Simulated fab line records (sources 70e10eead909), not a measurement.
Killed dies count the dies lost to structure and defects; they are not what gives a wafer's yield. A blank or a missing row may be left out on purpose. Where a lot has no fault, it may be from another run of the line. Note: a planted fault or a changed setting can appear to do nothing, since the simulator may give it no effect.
Matching of chambers    flow nand_harc    cmp-04 running NHARC_A_CHANNEL_FILL_D1_CMP_10: 4 sister chambers
The step polishes, target thk 150 nm. 4 wafers are shown with their chamber, then 7 later ones without.

== EACH WAFER AND ITS CHAMBER ==
wafer   chamber  motor_current_A (A)
L082.1  2        10.8
L087.4  0        8.5
L088.3  1        11.8
L088.5  3        12.9

== WAFERS WHOSE CHAMBER IS MISSING ==
wafer   motor_current_A (A)
L088.6  10.8
L091.1  8.6
L091.3  13.1
L091.4  11.3
L096.2  8.7
L096.3  12.1
L096.6  13.4

== EACH ONE'S CHAMBER ==
wafer   from the rows above      in truth
L088.6  2                        2
L091.1  0                        0
L091.3  3                        3
L091.4  can't be placed: 1 or 2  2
L096.2  0                        0
L096.3  can't be placed: 1 or 3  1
L096.6  3                        3
5 of 7 placed correctly. Not placeable from these rows: 2 (in 2, the candidates include the true chamber). Wrongly placed: 0.
How it was worked out, from the rows above alone: a wafer's distance from a chamber is the root of the sum, over the readings, of the square of ((its reading less the chamber's mean) divided by the reading's scatter). The wafer belongs to the nearest chamber; if the next one is less than 2 further off, it can't be placed. Each chamber's mean is taken over the wafers shown for it. The scatter (one wafer shown for each chamber): square how far every hidden wafer sits from the nearest shown wafer, average those squares and take the square root.
